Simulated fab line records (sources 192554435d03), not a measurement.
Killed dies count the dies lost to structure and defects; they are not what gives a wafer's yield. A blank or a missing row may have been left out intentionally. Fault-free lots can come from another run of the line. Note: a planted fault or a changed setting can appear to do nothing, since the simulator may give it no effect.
Which of the tools did it?	flow n5 finfet	21 lots, 63 wafers sampled, at 1 step of a route of 1938

## WHAT EACH GAUGE READ, for each wafer
N5_BEOL_M6_RS_MEAS_57: measures by four-point-probe.
lot	measured	on	M6_RS (ohm/sq)
L074	day 9 03:22	film metro-01	0.289 0.287 0.287
L075	day 9 05:48	film metro-01	0.286 0.288 0.280
L076	day 9 09:54	film metro-01	0.282 0.283 0.277
L078	day 9 12:00	film metro-02	0.288 0.286 0.277
L077	day 9 16:43	film metro-01	0.289 0.292 0.296
L079	day 10 09:11	film metro-02	0.294 0.298 0.289
L081	day 11 03:58	film metro-01	0.287 0.293 0.285
L083	day 12 03:54	film metro-01	0.277 0.281 0.289
L087	day 12 03:55	film metro-02	0.284 0.298 0.275
L084	day 12 04:10	film metro-02	0.288 0.285 0.283
L082	day 12 07:44	film metro-02	0.287 0.291 0.295
L086	day 12 08:18	film metro-01	0.292 0.292 0.289
L085	day 12 20:55	film metro-02	0.294 0.285 0.291
L088	day 13 00:16	film metro-01	0.288 0.275 0.276
L089	day 13 15:33	film metro-01	0.285 0.279 0.287
L090	day 13 17:54	film metro-01	0.289 0.288 0.286
L092	day 14 03:11	film metro-02	0.287 0.278 0.296
L093	day 14 04:37	film metro-02	0.288 0.291 0.289
L095	day 14 11:50	film metro-02	0.294 0.287 0.287
L096	day 14 13:46	film metro-01	0.284 0.270 0.283
L097	day 15 09:22	film metro-01	0.283 0.290 0.288

## TOOL THAT RAN EACH LOT (tool first, then ch and the chambers of the sampled wafers, then the start)
Before these readings, the record contains no process step.

## WHAT THE TOOLS THEMSELVES READ (means of the sampled wafers that have a number; where no wafer has one, the mark that the record gives instead)
The record holds no such reading with a usual standard deviation.

## THE ANSWER, worked out from the rows above alone
Rule: usual is defined by the lots themselves. Put in order of their means at a reading, lots are off if they are a third of the lots or fewer, leave a main group of 4 or more, and stand apart from it by a gap of 3 or more times the standard deviation of the main group's means; of several such gaps the widest counts. A main group is skipped when, at the precision printed for the reading in the tables above, its means are all equal. Also off: a lot with no number at a reading for which 4 or more lots have one. All remaining lots with rows at the step are treated as sound. Order of review: gauges by route order, followed by the tools' own readings, for which a lot's mean as printed above is used. The first step at which some lot is off is used, and at that step the reading that is off furthest; a lot without a number counts as furthest.
No lot is off on any of the readings shown, so nothing can be concluded from this.

## WHAT THE SIMULATOR HAD PUT IN
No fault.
